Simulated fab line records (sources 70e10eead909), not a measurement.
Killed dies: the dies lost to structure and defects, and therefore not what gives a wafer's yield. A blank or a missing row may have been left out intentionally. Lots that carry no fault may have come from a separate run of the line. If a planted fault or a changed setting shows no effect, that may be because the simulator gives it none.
Which of the tools did it? | flow nand-harc | 18 wafers from 6 lots sampled at 4 of the route's 1159 steps

WHAT THE GAUGES READ, wafer by wafer
NHARC_END_SORT_01.
lot  | measured     | on        | killed-at-other
L336 | day 23 12:31 | prober-02 | 1
L337 | day 24 12:37 | prober-02 | 0 1 1

EACH LOT AND THE TOOL THAT RAN IT (in order: tool; ch and the chambers of the sampled wafers; start)
lot  | NHARC_A_BONDPAD_PVD_27       | NHARC_THIN_TSV_PRE_CLEAN_50             | NHARC_THIN_TSV_PVD_19
L321 | pvd-sputter-03, day 19 00:19 | pvd-sputter-02, no start                | pvd-sputter-02, no start
L329 | pvd-sputter-02, day 20 06:53 | pvd-sputter-01, no start                | pvd-sputter-01, no start
L333 | pvd-sputter-03, day 21 02:55 | pvd-sputter-01, no start                | pvd-sputter-01, no start
L330 | pvd-sputter-02, day 21 04:09 | pvd-sputter-02, no start                | pvd-sputter-02, no start
L336 | pvd-sputter-01, day 21 21:26 | pvd-sputter-01, day 23 12:31 or earlier | pvd-sputter-01, day 23 12:31 or earlier
L337 | pvd-sputter-03, day 23 06:30 | pvd-sputter-01, day 24 12:37 or earlier | pvd-sputter-01, day 24 12:37 or earlier
- NHARC_A_BONDPAD_PVD_27: deposits Cu, target thk 30 nm, time 20.49 s.
- NHARC_THIN_TSV_PRE_CLEAN_50: time 30 s.
- NHARC_THIN_TSV_PVD_19: deposits TaN, target thk 20 nm.

THE ANSWER, worked out from the rows above alone
Rule: what is usual is taken from the lots themselves. The widest of any qualifying gaps counts: lots, ordered by their means at a reading, are off when they make up no more than a third of the lots, leave a main group of 4 or more, and stand apart from it by 3 or more times the standard deviation of that group's means. A main group whose means are all the same, to the digits that the tables above print for the reading, isn't used. Also off: a lot with no number at a reading for which 4 or more lots have one. The other lots that the step has rows for count as sound.
Nothing can be told from this: no lot is off at any reading shown.

WHAT THE SIMULATOR PUT IN
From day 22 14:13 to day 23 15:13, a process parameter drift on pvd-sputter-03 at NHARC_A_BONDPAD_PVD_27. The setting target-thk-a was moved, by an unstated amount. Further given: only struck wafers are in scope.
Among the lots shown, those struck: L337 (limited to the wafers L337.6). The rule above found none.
